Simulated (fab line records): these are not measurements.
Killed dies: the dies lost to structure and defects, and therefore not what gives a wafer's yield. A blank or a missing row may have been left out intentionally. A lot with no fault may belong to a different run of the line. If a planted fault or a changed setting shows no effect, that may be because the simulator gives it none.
Matching of chambers	flow nandHarc	NHARC_P_BONDPAD_CMP_19 on cmp-02 has 4 sister chambers
The step polishes, t overpolish 30 s, cu recess touch 16 s, target thk 160.81 nm. 16 wafers are shown with their chamber, then 8 later ones without.

== WAFERS WITH THEIR CHAMBER ==
wafer	chamber	motorCurrentA (A)	overpolishRunS (s)
L758.1	3	12.6	29.989
L758.4	2	12.9	30.005
L758.6	0	12.0	30.006
L759.1	3	11.9	29.996
L759.2	1	11.1	30.003
L759.6	2	13.6	30.018
L760.1	3	12.4	30.021
L760.4	0	11.7	30.020
L760.6	1	10.4	30.000
L761.2	1	10.8	29.989
L761.4	3	12.2	30.006
L761.6	1	11.2	30.007
L762.1	2	13.1	30.011
L762.4	0	11.6	29.996
L762.5	3	12.6	29.997
L772.3	0	11.7	30.013

SIGNATURES (averages over the wafers above)
reading	chamber 0	chamber 1	chamber 2	chamber 3	scatter within a chamber
motorCurrentA	11.750	10.875	13.200	12.340	0.301
overpolishRunS	30.00875	29.99975	30.01133	30.00180	0.00994
Rule: a wafer lies at a distance from a chamber equal to the root of the sum of squares, over the readings, of (its reading less the chamber's mean, divided by the reading's scatter). If the next closest chamber is less than 2 further off than the closest, the wafer can't be placed; otherwise it belongs to the closest. The scatter is the square root of a quotient: the sum, over the shown wafers, of each reading's squared deviation from its chamber's mean, divided by wafers minus chambers.

== WAFERS MISSING THEIR CHAMBER ==
wafer	motorCurrentA (A)	overpolishRunS (s)
L772.4	10.4	30.001
L772.6	10.8	30.016
L775.1	12.8	30.001
L775.2	10.5	30.007
L775.3	13.2	30.003
L776.2	10.8	30.008
L776.4	12.1	29.991
L776.6	13.3	29.973

== WHICH CHAMBER EACH WENT THROUGH ==
wafer	from the rows above	in truth
L772.4	1	1
L772.6	can't be placed: 1 or 0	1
L775.1	can't be placed: 3 or 2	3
L775.2	1	1
L775.3	2	2
L776.2	1	1
L776.4	can't be placed: 3 or 0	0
L776.6	can't be placed: 2 or 3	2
4 of 8 placed correctly. These rows do not allow placing 4 (true chamber among the candidates in 4). Wrongly placed: 0.
